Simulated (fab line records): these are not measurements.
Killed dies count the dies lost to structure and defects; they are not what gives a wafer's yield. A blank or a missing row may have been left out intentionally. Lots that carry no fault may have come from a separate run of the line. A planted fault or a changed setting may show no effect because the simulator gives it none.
Which of the tools did it? || flow nand-harc || Sampling: 12 lots, 36 wafers, 3 of 1302 route steps

== WHAT THE GAUGES READ, wafer by wafer ==
NHARC_P_STI_OCD_MEAS_17.
{"lot": "L075", "measured": "day 3 09:19", "on": "ocd-02", "trench-depth-nm (nm)": "305 313 310"}
{"lot": "L077", "measured": "day 4 04:39", "on": "ocd-02", "trench-depth-nm (nm)": "295 304 305"}
{"lot": "L079", "measured": "day 5 00:04", "on": "ocd-01", "trench-depth-nm (nm)": "298 303 300"}
{"lot": "L081", "measured": "day 5 20:05", "on": "ocd-02", "trench-depth-nm (nm)": "302 303 298"}
{"lot": "L083", "measured": "day 6 14:34", "on": "ocd-01", "trench-depth-nm (nm)": "296 308 301"}
{"lot": "L085", "measured": "day 7 11:12", "on": "ocd-01", "trench-depth-nm (nm)": "296 306 305"}
{"lot": "L087", "measured": "day 8 07:42", "on": "ocd-02", "trench-depth-nm (nm)": "307 303 305"}
{"lot": "L089", "measured": "day 9 03:47", "on": "ocd-02", "trench-depth-nm (nm)": "292 301 303"}
{"lot": "L091", "measured": "day 9 22:49", "on": "ocd-02", "trench-depth-nm (nm)": "297 305 305"}
{"lot": "L093", "measured": "day 10 21:34", "on": "ocd-02", "trench-depth-nm (nm)": "304 309 304"}
{"lot": "L095", "measured": "day 11 13:28", "on": "ocd-01", "trench-depth-nm (nm)": "302 307 297"}
{"lot": "L097", "measured": "day 12 09:38", "on": "ocd-01", "trench-depth-nm (nm)": "303 300 301"}

== EACH LOT AND THE TOOL THAT RAN IT (in order: tool; ch and the chambers of the sampled wafers; start) ==
{"lot": "L075", "NHARC_P_ZERO_WELL_DESCUM_26": "rie-diel-08 ch 0,1, day 2 08:47", "NHARC_P_STI_ETCH_15": "rie-si-01 ch 0,1,2, day 3 09:04"}
{"lot": "L077", "NHARC_P_ZERO_WELL_DESCUM_26": "rie-diel-08 ch 2,3, day 3 05:14", "NHARC_P_STI_ETCH_15": "rie-si-05 ch 0,2, day 4 04:24"}
{"lot": "L079", "NHARC_P_ZERO_WELL_DESCUM_26": "rie-diel-08 ch 2,3, day 4 00:45", "NHARC_P_STI_ETCH_15": "rie-si-05 ch 1,2,3, day 4 23:49"}
{"lot": "L081", "NHARC_P_ZERO_WELL_DESCUM_26": "rie-diel-13 ch 1,2, day 4 20:38", "NHARC_P_STI_ETCH_15": "rie-si-03 ch 1,2, day 5 19:50"}
{"lot": "L083", "NHARC_P_ZERO_WELL_DESCUM_26": "rie-diel-13 ch 0,1,3, day 5 16:37", "NHARC_P_STI_ETCH_15": "rie-si-03 ch 1,2,3, day 6 14:20"}
{"lot": "L085", "NHARC_P_ZERO_WELL_DESCUM_26": "rie-diel-04 ch 1,3, day 6 12:44", "NHARC_P_STI_ETCH_15": "rie-si-03 ch 1,3, day 7 10:57"}
{"lot": "L087", "NHARC_P_ZERO_WELL_DESCUM_26": "rie-diel-04 ch 1,2,3, day 7 09:16", "NHARC_P_STI_ETCH_15": "rie-si-01 ch 1,2,3, day 8 07:29"}
{"lot": "L089", "NHARC_P_ZERO_WELL_DESCUM_26": "rie-diel-04 ch 0,1, day 8 04:55", "NHARC_P_STI_ETCH_15": "rie-si-05 ch 0,2,3, day 9 03:32"}
{"lot": "L091", "NHARC_P_ZERO_WELL_DESCUM_26": "rie-diel-04 ch 0,1,3, day 9 00:37", "NHARC_P_STI_ETCH_15": "rie-si-05 ch 0,1,2, day 9 22:34"}
{"lot": "L093", "NHARC_P_ZERO_WELL_DESCUM_26": "rie-diel-13 ch 0,1,2, day 9 21:03", "NHARC_P_STI_ETCH_15": "rie-si-01 ch 0,1, day 10 21:19"}
{"lot": "L095", "NHARC_P_ZERO_WELL_DESCUM_26": "rie-diel-08 ch 1,2,3, day 10 16:44", "NHARC_P_STI_ETCH_15": "rie-si-05 ch 1,2,3, day 11 13:13"}
{"lot": "L097", "NHARC_P_ZERO_WELL_DESCUM_26": "rie-diel-08 ch 0,1,3, day 11 12:29", "NHARC_P_STI_ETCH_15": "rie-si-03 ch 0,2,3, day 12 09:24"}
- NHARC_P_ZERO_WELL_DESCUM_26: chemistry O2, time 3 s.
- NHARC_P_STI_ETCH_15: etches the open film in HBr/Cl2, target depth 300 nm, time 100.1 s.

== THE ANSWER, worked out from the rows above alone ==
Rule: the lots themselves supply what counts as usual. Put in order of their means at a reading, lots are off if they are a third of the lots or fewer, leave a main group of 4 or more, and stand apart from it by a gap of 3 or more times the standard deviation of the main group's means; of several such gaps the widest counts. The tables above print the reading to a certain number of digits; a main group whose means all agree to those digits is not used. Also off: a lot with no number at a reading for which 4 or more lots have one. The other lots that the step has rows for count as sound.
No lot is off at any reading shown: from this, nothing can be told.

== WHAT THE SIMULATOR HAD PUT IN ==
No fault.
